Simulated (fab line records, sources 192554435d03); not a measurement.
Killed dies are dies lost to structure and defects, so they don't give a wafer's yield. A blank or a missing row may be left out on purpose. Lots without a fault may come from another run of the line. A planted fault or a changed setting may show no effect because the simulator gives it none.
Which tool did it? | flow n5_finfet | 9 lots, 27 wafers sampled, at 3 steps of a route of 1938

WHAT THE GAUGES READ, wafer by wafer
N5_SD_EPI_N_EPI_MEAS_23.
lot  | measured    | on            | thk_nm (nm)
L836 | day 3 05:59 | film_metro-02 | 58.0 56.7 58.5
L838 | day 3 16:00 | film_metro-02 | 60.2 57.3 59.5
L839 | day 3 23:02 | film_metro-01 | 59.3 60.1 59.2
L843 | day 5 00:14 | film_metro-01 | 58.8 58.6 60.4
L848 | day 6 07:39 | film_metro-01 | 59.4 59.5 60.1
L853 | day 7 12:10 | film_metro-02 | 58.7 58.4 58.7
L854 | day 7 15:55 | film_metro-01 | 60.0 61.8 58.6
L856 | day 8 04:31 | film_metro-01 | 60.5 57.7 59.2
L857 | day 8 08:58 | film_metro-01 | 59.3 60.5 59.6

WHICH TOOL RAN EACH LOT (tool, then ch and the chambers of the sampled wafers, then the start)
lot  | N5_SPACER0_ALD_08                | N5_SD_EPI_N_ETCH_34
L836 | ald_sin-03 ch 1,2, day 3 02:04   | rie_diel-05 ch 0,1,2, day 3 02:37
L838 | ald_sin-01 ch 0,2,3, day 3 11:44 | rie_diel-02 ch 0,3, day 3 12:25
L839 | ald_sin-01 ch 0,2,3, day 3 18:43 | rie_diel-02 ch 0,3, day 3 19:40
L843 | ald_sin-04 ch 0,1, day 4 20:04   | rie_diel-02 ch 2,3, day 4 20:37
L848 | ald_sin-03 ch 0,1,3, day 6 03:44 | rie_diel-02 ch 2,3, day 6 04:17
L853 | ald_sin-01 ch 0,1, day 7 07:31   | rie_diel-01 ch 0,1,3, day 7 08:05
L854 | ald_sin-03 ch 0,2,3, day 7 12:00 | rie_diel-01 ch 2,3, day 7 12:33
L856 | ald_sin-01 ch 0,3, day 8 00:10   | rie_diel-02 ch 0,1,3, day 8 01:08
L857 | ald_sin-01 ch 1,3, day 8 05:03   | rie_diel-05 ch 0,1, day 8 05:36
- N5_SPACER0_ALD_08: deposits SiNx, target thk 2 nm.
- N5_SD_EPI_N_ETCH_34: etches SiARC in CF4, target depth 45.5 nm, time 75.8 s.

THE ANSWER, worked out from the rows above alone
Rule: what is usual is taken from the lots themselves. Put in order of their means at a reading, lots are off if they are a third of the lots or fewer, leave a main group of 4 or more, and stand apart from it by a gap of 3 or more times the standard deviation of the main group's means; of several such gaps the widest counts. A main group whose means are all the same, to the digits that the tables above print for the reading, isn't used. A lot without any number at a reading at which 4 lots or more have one is off too. The other lots that the step has rows for count as sound.
No lot is off at any reading shown: from this, nothing can be told.

WHAT THE SIMULATOR HAD PUT IN
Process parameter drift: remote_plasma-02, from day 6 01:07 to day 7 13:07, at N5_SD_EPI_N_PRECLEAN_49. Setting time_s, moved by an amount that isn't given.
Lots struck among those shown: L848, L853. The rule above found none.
